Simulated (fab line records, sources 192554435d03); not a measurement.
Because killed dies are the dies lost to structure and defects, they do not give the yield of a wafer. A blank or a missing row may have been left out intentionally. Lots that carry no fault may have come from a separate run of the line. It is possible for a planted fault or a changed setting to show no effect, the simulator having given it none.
Matching of chambers + flow n5-finfet + 3 sister chambers for N5_BEOL_M3_CO_CAP_55 on cvd-co-02
The step material Co, precursor CCTBA/H2, target thk 2 nm, time 102.1 s. 24 wafers are shown with their chamber, then 12 later ones without.

## WAFERS, EACH WITH ITS CHAMBER
| wafer  | chamber | heater-power-w (W) | susceptor-temp-C (C) |
|--------|---------|--------------------|----------------------|
| L074.2 | 0       | 246                | 199.99               |
| L074.3 | 2       | 237                | 200.26               |
| L074.5 | 1       | 219                | 199.84               |
| L075.1 | 0       | 239                | 200.06               |
| L075.5 | 0       | 241                | 199.92               |
| L075.6 | 2       | 241                | 199.83               |
| L083.2 | 1       | 218                | 200.06               |
| L083.5 | 1       | 218                | 200.21               |
| L083.6 | 2       | 235                | 199.87               |
| L084.1 | 2       | 244                | 199.68               |
| L084.5 | 2       | 242                | 199.79               |
| L084.6 | 1       | 219                | 199.77               |
| L085.2 | 1       | 218                | 200.22               |
| L085.3 | 0       | 244                | 199.88               |
| L085.5 | 2       | 240                | 200.05               |
| L086.1 | 1       | 221                | 200.00               |
| L086.5 | 2       | 235                | 199.97               |
| L086.6 | 0       | 242                | 199.94               |
| L087.2 | 0       | 246                | 200.07               |
| L087.3 | 2       | 241                | 199.96               |
| L087.5 | 2       | 241                | 199.82               |
| L091.1 | 2       | 242                | 200.11               |
| L091.2 | 1       | 221                | 200.10               |
| L091.5 | 2       | 234                | 199.87               |

SIGNATURES (means of the wafers above)
| reading          | chamber 0 | chamber 1 | chamber 2 | scatter within a chamber |
|------------------|-----------|-----------|-----------|--------------------------|
| heater-power-w   | 243.00    | 219.14    | 239.27    | 2.82                     |
| susceptor-temp-C | 199.9767  | 200.0286  | 199.9282  | 0.151                    |
Rule: a wafer's distance from a chamber is the root of the sum, over the readings, of the square of ((its reading less the chamber's mean) divided by the reading's scatter). If the next closest chamber is less than 2 further off than the closest, the wafer can't be placed; otherwise it belongs to the closest. The scatter: take each reading less its chamber's mean, square it, sum over the shown wafers, divide by the number of wafers less the number of chambers, and take the root.

## WAFERS WITHOUT THEIR CHAMBER
| wafer  | heater-power-w (W) | susceptor-temp-C (C) |
|--------|--------------------|----------------------|
| L088.1 | 244                | 199.92               |
| L088.3 | 219                | 199.89               |
| L088.5 | 239                | 199.95               |
| L092.1 | 235                | 200.10               |
| L092.2 | 237                | 199.90               |
| L092.3 | 221                | 200.12               |
| L094.2 | 242                | 200.24               |
| L094.4 | 236                | 200.05               |
| L094.5 | 243                | 199.88               |
| L093.1 | 236                | 199.80               |
| L093.4 | 238                | 200.13               |
| L093.5 | 222                | 200.18               |

## THE CHAMBER EACH PASSED THROUGH
| wafer  | from the rows above     | in truth |
|--------|-------------------------|----------|
| L088.1 | can't be placed: 0 or 2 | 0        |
| L088.3 | 1                       | 1        |
| L088.5 | can't be placed: 2 or 0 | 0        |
| L092.1 | can't be placed: 2 or 0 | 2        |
| L092.2 | can't be placed: 2 or 0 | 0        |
| L092.3 | 1                       | 1        |
| L094.2 | can't be placed: 0 or 2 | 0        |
| L094.4 | can't be placed: 2 or 0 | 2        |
| L094.5 | can't be placed: 0 or 2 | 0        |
| L093.1 | can't be placed: 2 or 0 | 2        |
| L093.4 | can't be placed: 2 or 0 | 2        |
| L093.5 | 1                       | 1        |
Correct placement for 3 of the 12. From these rows, 9 cannot be placed; in 9 the true chamber is one of the candidates. Number placed wrongly: 0.
